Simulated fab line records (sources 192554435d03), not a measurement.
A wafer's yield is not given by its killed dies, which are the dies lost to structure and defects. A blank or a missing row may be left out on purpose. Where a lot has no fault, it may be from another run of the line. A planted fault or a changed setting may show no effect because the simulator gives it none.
fab line records	flow n5-finfet	part 1 of 2: steps 1 to 14 of 24
record: lots: 5	wafers: 15	last-day: 16
route steps=1938 shown BEOL_M0_SAQP@663
lots with no fault: from the same line, run without faults
start-h: hours from the record's opening day to when the first of the lot's shown wafers began	wait-h: hours from the lot's prior step to this one	" the same as in the row above	L1.1+2: a row that stands for several wafers	- no value, or no start was given	* or withheld: withheld	< > ~ a bound
route shown NAME@n: names a module that has steps shown in the file, with the first one's number in the route	usual: mean and standard deviation over wafers with no fault	same: alike in all rows	chamber/n: place in a boat	sites: each site's reading	_std_site: the standard deviation of these	_edge_site: outer sites' mean less inner sites'	radius-mm: for every site, how far away it sits from the centre of the wafer	mask NAME#n: copy n	behind: the most recent tool/chamber to have shaped the wafer	hold: reason for holding the lot/hours on hold/outcome of the hold	device: the n, p or np transistor that did not switch	end of line: tests of these same wafers at the route's end	a step without rows: its recipe alone	killed: the dies lost at the first sort to structure and to defects; this is not the yield of the wafer	map: a wafer's dies, marking killed ones x, the rest . and places with no die _
set.NAME: the setting as run; set.NAME@STEP: as run at that earlier step	model.NAME: the simulator's own value behind a step, which no gauge read
certain route steps with their lots: each step a table, each wafer a row
services: when a tool's chamber went out of use (start-h, in hours from the record's first day, below 0 if earlier), for how many hours, and the reason
== steps ==
step: N5_BEOL_M0_SAQP_SPACER1_ALD_98
recipe: material: SiO2	target-thk-a: 128	temp-c: 300	ald-precursor-family: BDEAS	ald-co-reactant: O2-plasma	pulse-time-s: 1	purge-time-s: 2	co-reactant-purge-time-s: 2	ald-cycles: 138	pressure-torr: 2
usual: heater-power-w: 468/39	precursor-pulse-height-rel: 1.001/0.02
lot.wafer	tool	chamber	start-h	wait-h	heater-power-w	precursor-pulse-height-rel
L079.2	ald-sin-01	2	138.93	0.3	474	0.976
L079.3	"	1	"	"	496	0.998
L079.5	"	0	"	"	517	1.007
L080.1	ald-sin-04	1	144.50	0.3	521	0.996
L080.2	"	2	"	"	526	1.014
L080.3	"	3	"	"	432	1.025
L082.1	ald-sin-01	3	159.45	0.3	439	0.975
L082.3	"	2	"	"	479	0.995
L082.6	"	2	"	"	474	1.006
L088.2	ald-sin-01	0	203.18	0.3	526	1.007
L088.3	"	2	"	"	435	0.978
L088.6	"	2	"	"	451	0.982
L092.4	ald-sin-02	0	217.20	0.1	403	1.015
L092.5	"	1	"	"	418	0.995
L092.6	"	0	"	"	408	1.023
step: N5_BEOL_M0_SAQP_SPACER1_ETCHBACK_99
recipe: chemistry: CHF3/O2	mode: anisotropic-etchback	target: SiO2	target-depth-a: 154	time-s: 7.7	pressure-mtorr: 30	source-w: 650	bias-w: 170	Ar_flow_sccm: 200	CHF3_flow_sccm: 50	O2_flow_sccm: 5	ion-energy-ev: 200
usual: drypump-motor-current-A: 5.6/0.42	oes-product-au: 0.79/0.086	rf-fwd-power-W: 645.1/2.4	rf-vpp-V: 529/23	showerhead-plenum-p-Torr: 2.40/0.07	throttle-valve-pct: 18.93/0.21
lot.wafer	tool	chamber	start-h	wait-h	drypump-motor-current-A	oes-product-au	rf-fwd-power-W	rf-hours-counter-h	rf-vpp-V	showerhead-plenum-p-Torr	throttle-valve-pct
L079.2	rie-diel-03	2	139.40	0.3	5.3	0.66	643.2	243	529	2.38	18.93
L079.3	"	0	"	"	5.1	0.72	644.0	184	564	2.42	19.08
L079.5	"	1	"	"	5.4	0.93	643.6	-	567	2.57	18.93
L080.1	rie-diel-04	0	145.15	0.4	5.9	0.72	643.7	175	508	2.39	19.07
L080.2	"	3	"	"	5.2	0.87	646.1	32	508	2.35	18.74
L080.3	"	1	"	"	5.3	0.73	646.9	193	510	2.40	18.91
L082.1	rie-diel-06	0	159.92	0.3	5.2	0.83	644.6	64	520	2.33	18.65
L082.3	"	3	"	"	6.2	0.88	649.6	28	533	2.47	18.79
L082.6	"	0	"	"	5.2	0.81	644.3	-	520	2.33	18.65
L088.2	rie-diel-03	2	203.71	0.3	5.3	0.92	648.0	11	528	2.37	18.49
L088.3	"	0	"	"	5.1	0.71	646.2	206	563	2.41	19.11
L088.6	"	3	"	"	6.4	0.88	641.5	-	516	2.46	19.12
L092.4	rie-diel-03	1	217.68	0.3	5.4	0.87	642.3	33	566	2.56	18.96
L092.5	"	2	"	"	5.3	0.90	644.5	-	528	2.37	18.49
L092.6	"	1	"	"	5.4	0.86	641.9	-	566	2.56	18.97
step: N5_BEOL_M0_SAQP_MANDREL1_REMOVE_100
recipe: chemistry: HBr/Cl2/O2	bt-time-s: 10	target: a-Si	stop-on: SiNx	endpoint: OES-SiCl	over-etch-frac: 0.85	icp-w: 600	bias-w: 30	HBr_flow_sccm: 150	Cl2_flow_sccm: 80	O2_flow_sccm: 5	pressure-mtorr: 10
usual: drypump-motor-current-A: 5.9/0.49	oes-product-au: 0.994/0.016	rf-fwd-power-W: 597.1/1.8	throttle-valve-pct: 36.9/0.58
lot.wafer	tool	chamber	start-h	wait-h	drypump-motor-current-A	oes-product-au	rf-fwd-power-W	rf-hours-counter-h	throttle-valve-pct
L079.2	rie-si-02	3	139.49	0.1	6.6	0.972	600.2	122	37.3
L079.3	"	1	"	"	5.3	1.027	599.0	35	37.1
L079.5	"	0	"	"	5.5	1.008	597.8	-	36.7
L080.1	rie-si-02	1	145.23	0.1	5.3	1.015	593.4	36	37.1
L080.2	"	2	"	"	6.0	0.982	596.6	56	36.4
L080.3	"	3	"	"	6.6	0.969	595.4	122	37.3
L082.1	rie-si-03	2	160.01	0.1	6.1	1.005	594.4	83	37.8
L082.3	"	1	"	"	5.8	0.989	597.6	142	36.2
L082.6	"	3	"	"	5.0	0.977	595.0	-	36.0
L088.2	rie-si-03	3	203.79	0.1	5.0	0.980	596.7	5	36.0
L088.3	"	1	"	"	5.8	0.990	597.1	143	36.2
L088.6	"	1	"	"	5.8	0.975	598.9	-	36.2
L092.4	rie-si-03	3	217.81	0.1	5.0	0.974	596.8	-	36.0
L092.5	"	2	"	"	6.2	1.003	596.2	-	37.8
L092.6	"	0	"	"	6.4	1.008	597.7	-	36.8
step: N5_BEOL_M0_SAQP_CD_MEAS_25
recipe: target-cd-nm: 13.1	landing-energy-ev: 1000	detector: se-inlens
usual: cd-nm: 12.84/0.27
lot.wafer	tool	chamber	start-h	wait-h	cd-nm
L079.2	cd-sem-03	0	139.60	0.1	12.69
L079.3	"	0	"	"	12.75
L079.5	"	0	"	"	12.44
L080.1	cd-sem-01	0	145.34	0.1	12.65
L080.2	"	0	"	"	12.92
L080.3	"	0	"	"	12.33
L082.1	cd-sem-01	0	160.12	0.1	12.54
L082.3	"	0	"	"	12.81
L082.6	"	0	"	"	12.86
L088.2	cd-sem-03	0	203.90	0.1	12.93
L088.3	"	0	"	"	12.71
L088.6	"	0	"	"	12.79
L092.4	cd-sem-01	0	217.88	0.0	12.64
L092.5	"	0	"	"	12.79
L092.6	"	0	"	"	12.43
step: N5_BEOL_M0_SAQP_ETCH_101
recipe: chemistry: CH3F/O2	target: SiNx	mask-material: SiO2	target-depth-a: 299	time-s: 42.7	pressure-mtorr: 30	source-w: 395	bias-w: 73	Ar_flow_sccm: 150	CH3F_flow_sccm: 30	O2_flow_sccm: 20	ion-energy-ev: 120
usual: drypump-motor-current-A: 5.6/0.4	oes-product-au: 0.77/0.082	rf-fwd-power-W: 392.9/1.2	rf-vpp-V: 297/12	showerhead-plenum-p-Torr: 1.98/0.052	throttle-valve-pct: 16.43/0.2
lot.wafer	tool	chamber	start-h	wait-h	drypump-motor-current-A	oes-product-au	rf-fwd-power-W	rf-hours-counter-h	rf-vpp-V	showerhead-plenum-p-Torr	throttle-valve-pct
L079.2	rie-diel-06	0	139.64	0.0	5.2	0.83	393.8	58	296	1.94	16.09
L079.3	"	2	"	"	6.0	0.71	392.7	207	291	1.97	16.50
L079.5	"	0	"	"	5.2	0.82	394.9	-	295	1.94	16.09
L080.1	rie-diel-06	1	145.66	0.3	5.7	0.76	391.6	162	319	1.98	16.46
L080.2	"	2	"	"	6.0	0.70	392.2	209	293	1.97	16.50
L080.3	"	0	"	"	5.2	0.83	392.2	60	295	1.94	16.10
L082.1	rie-diel-06	3	160.16	0.0	6.2	0.90	394.2	28	304	2.06	16.25
L082.3	"	1	"	"	5.7	0.75	390.2	166	319	1.97	16.46
L082.6	"	0	"	"	5.2	0.83	392.0	-	296	1.93	16.12
L088.2	rie-diel-06	0	203.95	0.0	5.2	0.80	394.7	78	296	1.93	16.14
L088.3	"	2	"	"	6.0	0.69	393.9	227	292	1.96	16.53
L088.6	"	2	"	"	6.0	0.68	395.2	-	292	1.96	16.53
L092.4	rie-diel-04	0	217.92	0.0	5.9	0.70	392.9	193	287	1.98	16.61
L092.5	"	0	"	"	5.9	0.72	390.6	-	288	1.98	16.62
L092.6	"	3	"	"	5.2	0.84	392.6	-	289	1.95	16.28
step: N5_BEOL_M0_SAQP_ETCH_102
recipe: chemistry: CF4	target: SiO2	target-depth-a: 40	ion-energy-ev: 350	time-s: 4.4	pressure-mtorr: 10	icp-w: 800	bias-w: 400	cf4-flow-sccm: 80
usual: drypump-motor-current-A: 5.9/0.49	oes-product-au: 0.994/0.022	rf-fwd-power-W: 791/3.3	throttle-valve-pct: 21.76/0.29
lot.wafer	tool	chamber	start-h	wait-h	drypump-motor-current-A	oes-product-au	rf-fwd-power-W	rf-hours-counter-h	throttle-valve-pct
L079.2	rie-si-04	2	139.74	0.1	5.4	0.986	788	39	22.04
L079.3	"	1	"	"	6.1	0.954	794	72	21.63
L079.5	"	2	"	"	5.4	0.984	787	-	22.02
L080.1	rie-si-04	3	145.76	0.1	5.5	0.998	792	92	21.31
L080.2	"	0	"	"	6.3	0.995	796	167	21.97
L080.3	"	1	"	"	6.1	0.963	792	72	21.62
L082.1	rie-si-02	0	160.26	0.1	5.5	1.022	789	31	21.51
L082.3	"	1	"	"	5.3	1.016	794	36	21.99
L082.6	"	2	"	"	6.0	0.968	790	-	21.43
L088.2	rie-si-02	1	204.06	0.1	5.3	1.009	791	37	22.01
L088.3	"	3	"	"	6.6	0.988	791	123	21.73
L088.6	"	3	"	"	6.6	0.983	788	-	21.75
L092.4	rie-si-02	2	218.03	0.1	6.0	0.976	790	57	21.43
L092.5	"	0	"	"	5.5	1.020	795	-	21.50
L092.6	"	3	"	"	6.6	0.993	788	-	21.75
step: N5_BEOL_M0_SAQP_MANDREL_ETCH_103
recipe: chemistry: HBr/Cl2	target: a-Si	target-depth-a: 450	bt-time-s: 10	stop-on: SiCN	mask-material: SiO2	over-etch-frac: 0.8	time-s: 27	pressure-mtorr: 10	icp-w: 800	bias-w: 75	HBr_flow_sccm: 150	Cl2_flow_sccm: 80	ends: end-point
usual: drypump-motor-current-A: 5.9/0.49	oes-product-au: 0.683/0.01	rf-fwd-power-W: 794.9/2.7	throttle-valve-pct: 35.6/0.55
lot.wafer	tool	chamber	start-h	wait-h	drypump-motor-current-A	oes-product-au	rf-fwd-power-W	rf-hours-counter-h	throttle-valve-pct
L079.2	rie-si-04	2	139.78	0.0	5.4	0.679	795.4	39	36.5
L079.3	"	1	"	"	6.1	0.687	797.0	72	35.9
L079.5	"	2	"	"	5.4	0.681	795.7	-	36.5
L080.1	rie-si-04	3	145.79	0.0	5.5	0.671	795.6	92	35.0
L080.2	"	0	"	"	6.3	0.676	800.0	167	35.4
L080.3	"	1	"	"	6.1	0.688	796.0	72	35.9
L082.1	rie-si-02	0	160.30	0.0	5.5	0.680	787.8	31	35.4
L082.3	"	1	"	"	5.3	0.685	796.8	36	35.9
L082.6	"	2	"	"	6.0	0.685	800.0	-	35.2
L088.2	rie-si-02	1	204.09	0.0	5.3	0.685	794.6	37	35.9
L088.3	"	3	"	"	6.6	0.667	789.7	123	36.0
L088.6	"	3	"	"	6.6	0.674	793.7	-	36.0
L092.4	rie-si-02	2	218.06	0.0	6.0	0.689	800.1	57	35.2
L092.5	"	0	"	"	5.5	0.699	793.4	-	35.4
L092.6	"	3	"	"	6.6	0.690	794.7	-	36.0
step: N5_BEOL_M0_SAQP_RECESS_104
recipe: chemistry: HF/NH3	target: SiO2	target-depth-a: 180	afs-cycles: 3	temp-c: 30	sublimation-temp-c: 180	sublimation-time-s: 60
usual: drypump-motor-current-A: 5.4/0.53
lot.wafer	tool	chamber	start-h	wait-h	drypump-motor-current-A
L079.2	vapor-etch-01	0	139.86	0.1	4.7
L079.3	"	1	"	"	6.0
L079.5	"	1	"	"	6.0
L080.1	vapor-etch-01	0	145.87	0.1	4.7
L080.2	"	1	"	"	6.0
L080.3	"	0	"	"	4.7
L082.1	vapor-etch-01	0	160.38	0.1	4.7
L082.3	"	0	"	"	4.7
L082.6	"	1	"	"	6.0
L088.2	vapor-etch-01	1	204.18	0.1	5.9
L088.3	"	0	"	"	4.7
L088.6	"	0	"	"	4.7
L092.4	vapor-etch-02	0	218.26	0.2	5.8
L092.5	"	1	"	"	5.3
L092.6	"	0	"	"	5.8
step: N5_BEOL_M0_SAQP_COAT_105
recipe: resist: SOC	temp-c: 250	time-s: 60	spin-rpm: 1500	resist-thk-nm: 100
usual: exhaust-pa: 45.2/0.95
lot.wafer	tool	chamber	start-h	wait-h	exhaust-pa
L079.2	litho-track-01	0	140.25	0.3	43.4
L079.3	"	0	"	"	44.7
L079.5	"	0	"	"	43.9
L080.1	litho-track-05	0	146.26	0.3	45.7
L080.2	"	0	"	"	46.5
L080.3	"	0	"	"	45.4
L082.1	litho-track-01	0	160.76	0.3	45.4
L082.3	"	0	"	"	44.7
L082.6	"	0	"	"	44.1
L088.2	litho-track-05	0	204.57	0.3	44.5
L088.3	"	0	"	"	44.9
L088.6	"	0	"	"	46.1
L092.4	litho-track-01	0	218.54	0.2	45.5
L092.5	"	0	"	"	45.6
L092.6	"	0	"	"	44.6
step: N5_BEOL_M0_SAQP_ETCH_106
recipe: chemistry: N2/H2	target: SOC	target-depth-a: 1500	stop-on: SiNx	ion-energy-ev: 100	bias-w: 61	pressure-mtorr: 30	source-w: 850	n2-flow-sccm: 200	h2-flow-sccm: 200
usual: drypump-motor-current-A: 5.6/0.44	oes-product-au: 0.78/0.086	rf-fwd-power-W: 843.2/2.7	rf-vpp-V: 240.6/1.3	showerhead-plenum-p-Torr: 2.54/0.076	throttle-valve-pct: 17.96/0.29
lot.wafer	tool	chamber	start-h	wait-h	drypump-motor-current-A	oes-product-au	rf-fwd-power-W	rf-hours-counter-h	rf-vpp-V	showerhead-plenum-p-Torr	throttle-valve-pct
L079.2	rie-diel-04	0	140.31	-	5.9	0.72	845.3	173	241.9	2.55	18.20
L079.3	"	3	"	"	5.2	0.88	842.5	30	240.1	2.49	17.77
L079.5	"	2	"	"	5.7	0.69	843.9	-	239.6	2.43	18.44
L080.1	rie-diel-04	3	146.33	-	5.1	0.88	844.0	32	238.4	2.49	17.79
L080.2	"	0	"	"	5.9	0.73	843.3	175	238.7	2.55	18.20
L080.3	"	2	"	"	5.7	0.70	842.0	220	240.3	2.43	18.44
L082.1	rie-diel-03	3	161.15	-	6.4	0.88	844.1	42	242.2	2.62	18.33
L082.3	"	0	"	"	5.1	0.72	846.0	189	240.1	2.54	18.03
L082.6	"	1	"	"	5.4	0.91	842.4	-	241.5	2.70	17.75
L088.2	rie-diel-06	1	204.63	-	5.7	0.72	838.4	181	239.9	2.53	18.04
L088.3	"	0	"	"	5.2	0.80	847.7	78	239.5	2.45	17.53
L088.6	"	1	"	"	5.7	0.72	841.0	-	241.9	2.53	18.06
L092.4	rie-diel-03	1	218.59	-	5.4	0.84	841.7	33	242.6	2.69	17.80
L092.5	"	0	"	"	5.1	0.69	840.2	-	240.7	2.54	18.05
L092.6	"	1	"	"	5.4	0.85	841.5	-	243.4	2.69	17.81
step: N5_BEOL_M0_SAQP_ETCH_107
recipe: chemistry: CH3F/O2	target: SiNx	target-depth-a: 300	mask-material: SOC	pressure-mtorr: 30	source-w: 395	bias-w: 73	Ar_flow_sccm: 150	CH3F_flow_sccm: 30	O2_flow_sccm: 20	ion-energy-ev: 120
usual: drypump-motor-current-A: 5.6/0.44	oes-product-au: 0.79/0.091	rf-fwd-power-W: 390.4/1.6	rf-vpp-V: 301/13	showerhead-plenum-p-Torr: 2.00/0.063	throttle-valve-pct: 16.43/0.2
lot.wafer	tool	chamber	start-h	wait-h	drypump-motor-current-A	oes-product-au	rf-fwd-power-W	rf-hours-counter-h	rf-vpp-V	showerhead-plenum-p-Torr	throttle-valve-pct
L079.2	rie-diel-04	0	140.37	0.0	5.9	0.73	388.8	173	289	1.99	16.61
L079.3	"	3	"	"	5.2	0.90	388.3	30	290	1.96	16.24
L079.5	"	2	"	"	5.7	0.71	387.7	-	284	1.91	16.81
L080.1	rie-diel-04	3	146.39	0.0	5.1	0.87	389.7	32	290	1.96	16.24
L080.2	"	0	"	"	5.9	0.72	389.9	176	287	1.98	16.60
L080.3	"	2	"	"	5.7	0.71	391.4	220	284	1.91	16.81
L082.1	rie-diel-03	3	161.21	0.0	6.4	0.91	390.5	42	293	2.05	16.52
L082.3	"	0	"	"	5.1	0.73	390.1	189	320	2.00	16.53
L082.6	"	1	"	"	5.4	0.92	391.7	-	320	2.14	16.35
L088.2	rie-diel-06	1	204.69	0.0	5.7	0.74	387.0	181	320	1.97	16.50
L088.3	"	0	"	"	5.2	0.80	390.8	78	296	1.93	16.14
L088.6	"	1	"	"	5.7	0.75	387.5	-	319	1.97	16.49
L092.4	rie-diel-03	1	218.65	0.0	5.4	0.87	391.2	33	320	2.13	16.39
L092.5	"	0	"	"	5.1	0.71	390.6	-	318	1.99	16.55
L092.6	"	1	"	"	5.4	0.87	391.6	-	321	2.13	16.39
step: N5_BEOL_M0_SAQP_STRIP_108
recipe: chemistry: N2/H2	power-w: 500	temp-c: 40	pressure-mtorr: 50	rf-frequency-hz: 6e+07	overash-fraction: 0.3	bias-power-w: 28	h2-frac: 0.5	n2-flow-sccm: 300	h2-flow-sccm: 300
usual: drypump-motor-current-A: 5.6/0.45	oes-product-au: 0.80/0.09	rf-fwd-power-W: 490.0/2.6	rf-vpp-V: 121.7/0.92	showerhead-plenum-p-Torr: 3.36/0.096	throttle-valve-pct: 19.2/0.57
lot.wafer	tool	chamber	start-h	wait-h	drypump-motor-current-A	oes-product-au	rf-fwd-power-W	rf-hours-counter-h	rf-vpp-V	showerhead-plenum-p-Torr	throttle-valve-pct
L079.2	rie-diel-04	0	140.41	0.0	5.9	0.72	488.6	173	122.5	3.37	19.5
L079.3	"	3	"	"	5.2	0.89	491.8	30	120.6	3.29	19.1
L079.5	"	2	"	"	5.7	0.71	488.1	-	120.6	3.21	20.1
L080.1	rie-diel-04	3	146.43	0.0	5.2	0.88	490.7	32	122.4	3.29	19.1
L080.2	"	0	"	"	5.9	0.72	489.1	176	123.3	3.37	19.5
L080.3	"	2	"	"	5.7	0.70	486.6	220	122.0	3.21	20.1
L082.1	rie-diel-03	3	161.25	0.0	6.4	0.90	486.3	42	121.4	3.46	20.3
L082.3	"	0	"	"	5.1	0.73	488.7	189	120.0	3.36	19.2
L082.6	"	1	"	"	5.4	0.91	490.4	-	122.1	3.55	18.9
L088.2	rie-diel-06	1	204.73	0.0	5.7	0.75	487.3	181	121.9	3.34	19.0
L088.3	"	0	"	"	5.2	0.81	491.1	78	121.4	3.24	18.5
L088.6	"	1	"	"	5.7	0.75	487.9	-	120.7	3.34	19.0
L092.4	rie-diel-03	1	218.69	0.0	5.4	0.86	492.0	33	123.6	3.54	18.9
L092.5	"	0	"	"	5.1	0.72	488.7	-	121.1	3.35	19.2
L092.6	"	1	"	"	5.4	0.87	492.8	-	123.8	3.54	18.9
step: N5_BEOL_M0_SAQP_RECESS_109
recipe: chemistry: HF/NH3	target: SiO2	target-depth-a: 30	afs-cycles: 1	temp-c: 30	sublimation-temp-c: 180	sublimation-time-s: 60
usual: drypump-motor-current-A: 5.5/0.48
lot.wafer	tool	chamber	start-h	wait-h	drypump-motor-current-A
L079.2	vapor-etch-01	0	140.47	0.0	4.7
L079.3	"	1	"	"	6.0
L079.5	"	0	"	"	4.7
L080.1	vapor-etch-02	1	146.49	0.0	5.3
L080.2	"	0	"	"	5.8
L080.3	"	0	"	"	5.8
L082.1	vapor-etch-01	0	161.31	0.0	4.7
L082.3	"	0	"	"	4.7
L082.6	"	1	"	"	5.9
L088.2	vapor-etch-01	1	204.79	0.0	6.0
L088.3	"	1	"	"	6.0
L088.6	"	0	"	"	4.7
L092.4	vapor-etch-01	0	218.79	0.1	4.7
L092.5	"	1	"	"	5.9
L092.6	"	0	"	"	4.7
step: N5_BEOL_M0_SAQP_SPACER2_ALD_26
recipe: material: SiO2	target-thk-a: 150	temp-c: 300	ald-precursor-family: BDEAS	ald-co-reactant: O2-plasma	pulse-time-s: 1	purge-time-s: 2	co-reactant-purge-time-s: 2	pressure-torr: 2
usual: heater-power-w: 469/41	precursor-pulse-height-rel: 0.999/0.02
lot.wafer	tool	chamber	start-h	wait-h	heater-power-w	precursor-pulse-height-rel
L079.2	ald-sin-01	3	140.61	0.1	452	0.995
L079.3	"	1	"	"	479	0.992
L079.5	"	2	"	"	481	1.000
L080.1	ald-sin-04	3	146.64	0.1	444	1.029
L080.2	"	1	"	"	511	0.980
L080.3	"	2	"	"	506	1.007
L082.1	ald-sin-04	3	162.33	1.0	437	1.003
L082.3	"	0	"	"	403	0.993
L082.6	"	0	"	"	417	0.996
L088.2	ald-sin-02	3	204.94	0.1	479	1.017
L088.3	"	2	"	"	490	0.993
L088.6	"	3	"	"	483	0.998
L092.4	ald-sin-04	3	218.90	0.1	439	1.045
L092.5	"	3	"	"	434	0.980
L092.6	"	0	"	"	413	1.022
